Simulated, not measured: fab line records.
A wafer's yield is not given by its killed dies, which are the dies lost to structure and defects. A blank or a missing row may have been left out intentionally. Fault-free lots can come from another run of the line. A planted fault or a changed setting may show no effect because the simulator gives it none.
Chamber matching | flow n5_finfet | uv_cure-02 running N5_BEOL_M11_CURE_71: 3 sister chambers
The step cures SiCOH lowk, time 240 s. 3 wafers are shown with their chamber, then 8 later ones without.

== WAFERS, EACH WITH ITS CHAMBER ==
wafer  | chamber | wafer_temp_C_max
L086.5 | 1       | 386.0
L089.5 | 2       | 386.8
L090.3 | 0       | 387.6

== WAFERS WITHOUT THEIR CHAMBER ==
wafer  | wafer_temp_C_max
L090.4 | 386.9
L090.5 | 388.2
L093.2 | 387.7
L093.3 | 387.1
L093.4 | 387.4
L096.1 | 385.9
L096.2 | 385.9
L096.4 | 385.8

== WHICH CHAMBER EACH ONE RAN IN ==
wafer  | from the rows above     | in truth
L090.4 | 2                       | 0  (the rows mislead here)
L090.5 | 0                       | 0
L093.2 | 0                       | 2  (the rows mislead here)
L093.3 | can't be placed: 2 or 0 | 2
L093.4 | can't be placed: 0 or 2 | 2
L096.1 | 1                       | 1
L096.2 | 1                       | 1
L096.4 | 1                       | 1
Correctly placed: 4 of 8. Unplaceable from these rows: 2, with the true chamber sitting among the candidates in 2. Wrongly placed: 2.
How it was worked out, from the rows above alone: a wafer's distance from a chamber is the root of the sum, over the readings, of the square of ((its reading less the chamber's mean) divided by the reading's scatter). If the next closest chamber is less than 2 further off than the closest, the wafer can't be placed; otherwise it belongs to the closest. Each chamber's mean is taken over the wafers shown for it. The scatter: root of mean squared gap, hidden wafer to nearest shown wafer, with one shown wafer a chamber.
